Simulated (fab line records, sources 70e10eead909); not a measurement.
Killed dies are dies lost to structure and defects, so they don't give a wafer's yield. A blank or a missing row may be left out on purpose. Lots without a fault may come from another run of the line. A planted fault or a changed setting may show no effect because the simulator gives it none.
A struck lot beside a sound one | flow nand_harc | 15 steps out of a route of 1159
Sound: wafers L881.2, L881.3, L881.6. Struck: wafer L871.1. (L871.2, L871.6 of the same lot were not struck and are left out.) The cause comes at the end.
At each step with rows: each side's tool, then ch and its chambers, then its first start. Under that, the readings that differ: sound wafers | struck wafers | difference of the means | sigmas: that difference in standard deviations of wafers without a fault.
alike: readings whose means differ by less than 2 such deviations, and words and numbers that are the same on both sides. not compared: withheld readings, readings that some wafer has no value for, bounds like >300 that may hide the same value, and numbers for which the record gives no deviation and whose values overlap.
The two part at a step that has a row with sigmas, a row that says differs or no value, or rows on one side only. Numbers that don't overlap but have no deviation are shown without sigmas and don't part them. A reading that every wafer of one side lacks parts them only if that side has two wafers or more.

NHARC_P_GATE_INSPECT_28:
  sound on defect_inspect-02, day 8 05:45; struck on defect_inspect-02, day 5 13:11
  alike: raw_defect_count
NHARC_P_GATE_DESCUM_31: chemistry O2, time 3 s.
  sound on rie_diel-08 ch 2,3, day 8 05:49; struck on rie_diel-03 ch 1, day 5 13:16
  reading                         | sound             | struck | difference | sigmas
  oes_product_au (a.u.)           | 1.000 1.000 1.010 | 0.986  | -0.017     | -2
  showerhead_plenum_p_Torr (Torr) | 1.82 1.80 1.80    | 2.02   | +0.21      | +3
  alike: drypump_motor_current_A, rf_vpp_V, throttle_valve_pct
  not compared: rf_hours_counter_h
then, 3 steps without rows for these wafers: NHARC_P_GATE_ETCH_104 (etches the open film in CF4/CHF3, target depth 60 nm); NHARC_P_GATE_HM_OPEN_105 (chemistry O2/COS, target depth 360 nm); NHARC_P_GATE_STRIP_106 (strips in O2/COS).
NHARC_P_GATE_ETCH_114: etches the open film in CF4/O2, target depth 30 nm, overetch 3 nm, time 16.5 s.
  sound on rie_diel-08 ch 0,3; struck on rie_diel-03 ch 0
  alike: drypump_motor_current_A, oes_product_au, rf_vpp_V, showerhead_plenum_p_Torr, throttle_valve_pct
  not compared: rf_hours_counter_h
NHARC_P_GATE_ETCH_32: etches the open film in HBr/Cl2, target depth 150 nm, time 100.1 s.
  sound on rie_si-05 ch 1,2,3, day 8 06:18; struck on rie_si-04 ch 0, day 5 14:11
  alike: drypump_motor_current_A, oes_product_au, throttle_valve_pct
  not compared: rf_hours_counter_h
NHARC_P_GATE_STRIP_108: strips in O2.
  sound on rie_diel-08 ch 0,1,2, day 8 06:32; struck on rie_diel-03 ch 1, day 5 14:23
  alike: drypump_motor_current_A, oes_product_au, rf_vpp_V, showerhead_plenum_p_Torr, throttle_valve_pct
  not compared: rf_hours_counter_h
NHARC_P_GATE_CD_MEAS_33:
  sound on cd_sem-02, day 8 06:41; struck on cd_sem-02, day 5 14:31
  alike: cd_nm
then, 3 steps without rows for these wafers: NHARC_P_GATE_STRIP_35 (strips in SPM, time 600 s); NHARC_P_GATE_PRECLEAN_73 (cleans in SC1); NHARC_P_GATE_SRD_74.
NHARC_P_GATE_ALD_36: deposits SiNx, target thk 20 nm, pulse time 60 s, ald cycles 223.
  sound on ald_sin-01 ch 1,2, day 8 07:22; struck on ald_sin-04 ch 1, day 5 15:00
  reading    | sound       | struck | difference | sigmas
  ald_cycles | 223 223 223 | 160    | -63        |
  alike: heater_power_w, precursor_pulse_height_rel
NHARC_P_GATE_ETCHBACK_37: etches the open film in CHF3/O2, target depth 34.5 nm, time 17.2 s.
  sound on rie_diel-03 ch 2,3; struck on rie_diel-12 ch 2
  reading                     | sound       | struck | difference | sigmas
  drypump_motor_current_A (A) | 6.6 6.2 6.2 | 5.2    | -1.1       | -3
  alike: oes_product_au, rf_vpp_V, showerhead_plenum_p_Torr, throttle_valve_pct
  not compared: rf_hours_counter_h
-- the record jumps here: 15 days lie between the struck wafers' starts before and after (it left off in module P_GATE and takes up again in module END, whose first step shown is number 1159 of the route) --
NHARC_END_SORT_01:
  sound on prober-01 ch 0, day 22 12:45; struck on prober-01 ch 0, day 20 13:09
  alike: killed_at_array, killed_at_other, killed_at_periphery, killed_dies, killed_open, killed_short

WHERE THEY PART
First at NHARC_P_GATE_DESCUM_31; last, within this record, at NHARC_P_GATE_ETCHBACK_37. Later steps at which nothing parts them and some readings are alike: NHARC_END_SORT_01.

WHY: what the simulator had put in
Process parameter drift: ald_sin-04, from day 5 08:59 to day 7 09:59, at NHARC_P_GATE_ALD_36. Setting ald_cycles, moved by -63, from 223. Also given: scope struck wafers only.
